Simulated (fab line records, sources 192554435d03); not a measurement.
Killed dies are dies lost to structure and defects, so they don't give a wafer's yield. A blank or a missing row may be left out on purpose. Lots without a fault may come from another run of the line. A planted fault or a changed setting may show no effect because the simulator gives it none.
Chamber matching | flow n5_finfet | N5_BEOL_M15_VIA_ETCH_16 on rie_diel-06: 4 sister chambers
The step etches SiO2 in C4F8/O2/Ar, target depth 1792.2 nm. 20 wafers are shown with their chamber, then 10 later ones without.

WAFERS WITH THEIR CHAMBER
wafer  | chamber | rf_vpp_V (V) | showerhead_plenum_p_Torr (Torr) | drypump_motor_current_A (A)
L076.2 | 3       | 2324         | 3.57                            | 5.7
L076.5 | 1       | 2152         | 3.39                            | 5.1
L076.6 | 2       | 2247         | 3.36                            | 4.9
L075.1 | 1       | 2151         | 3.39                            | 5.1
L075.3 | 0       | 2227         | 3.29                            | 6.2
L075.5 | 2       | 2248         | 3.36                            | 5.0
L082.1 | 1       | 2149         | 3.38                            | 5.1
L082.2 | 2       | 2246         | 3.35                            | 5.0
L082.4 | 3       | 2324         | 3.57                            | 5.8
L085.3 | 2       | 2246         | 3.35                            | 5.0
L085.5 | 0       | 2228         | 3.28                            | 6.3
L085.6 | 2       | 2247         | 3.35                            | 5.0
L083.1 | 3       | 2322         | 3.56                            | 5.7
L083.3 | 0       | 2228         | 3.28                            | 6.3
L083.5 | 0       | 2228         | 3.28                            | 6.2
L088.1 | 1       | 2150         | 3.38                            | 5.0
L088.3 | 0       | 2227         | 3.27                            | 6.3
L088.4 | 3       | 2324         | 3.56                            | 5.7
L091.3 | 3       | 2322         | 3.56                            | 5.7
L091.5 | 3       | 2322         | 3.56                            | 5.7

SIGNATURES (means of the wafers above)
reading                  | chamber 0 | chamber 1 | chamber 2 | chamber 3 | scatter within a chamber
rf_vpp_V                 | 2227.60   | 2150.50   | 2246.80   | 2323.00   | 0.968
showerhead_plenum_p_Torr | 3.2800    | 3.3850    | 3.3540    | 3.5633    | 0.00588
drypump_motor_current_A  | 6.260     | 5.075     | 4.980     | 5.717     | 0.0473
Rule: a wafer's distance from a chamber is the root of the sum, over the readings, of the square of ((its reading less the chamber's mean) divided by the reading's scatter). The wafer belongs to the nearest chamber; if the next one is less than 2 further off, it can't be placed. The scatter: the root of (the sum of the squares of (reading less its chamber's mean) over the shown wafers, divided by (wafers less chambers)).

WAFERS WITHOUT THEIR CHAMBER
wafer  | rf_vpp_V (V) | showerhead_plenum_p_Torr (Torr) | drypump_motor_current_A (A)
L091.6 | 2227         | 3.27                            | 6.2
L090.1 | 2226         | 3.27                            | 6.2
L090.3 | 2245         | 3.34                            | 5.0
L090.5 | 2151         | 3.38                            | 5.1
L092.1 | 2225         | 3.27                            | 6.2
L092.2 | 2245         | 3.34                            | 5.0
L092.3 | 2323         | 3.56                            | 5.8
L097.1 | 2227         | 3.26                            | 6.2
L097.3 | 2245         | 3.34                            | 5.0
L097.6 | 2322         | 3.55                            | 5.7

WHICH CHAMBER EACH WENT THROUGH
wafer  | from the rows above | in truth
L091.6 | 0                   | 0
L090.1 | 0                   | 0
L090.3 | 2                   | 2
L090.5 | 1                   | 1
L092.1 | 0                   | 0
L092.2 | 2                   | 2
L092.3 | 3                   | 3
L097.1 | 0                   | 0
L097.3 | 2                   | 2
L097.6 | 3                   | 3
Placed correctly: 10 of 10. Can't be placed from these rows: 0. Placed wrongly: 0.
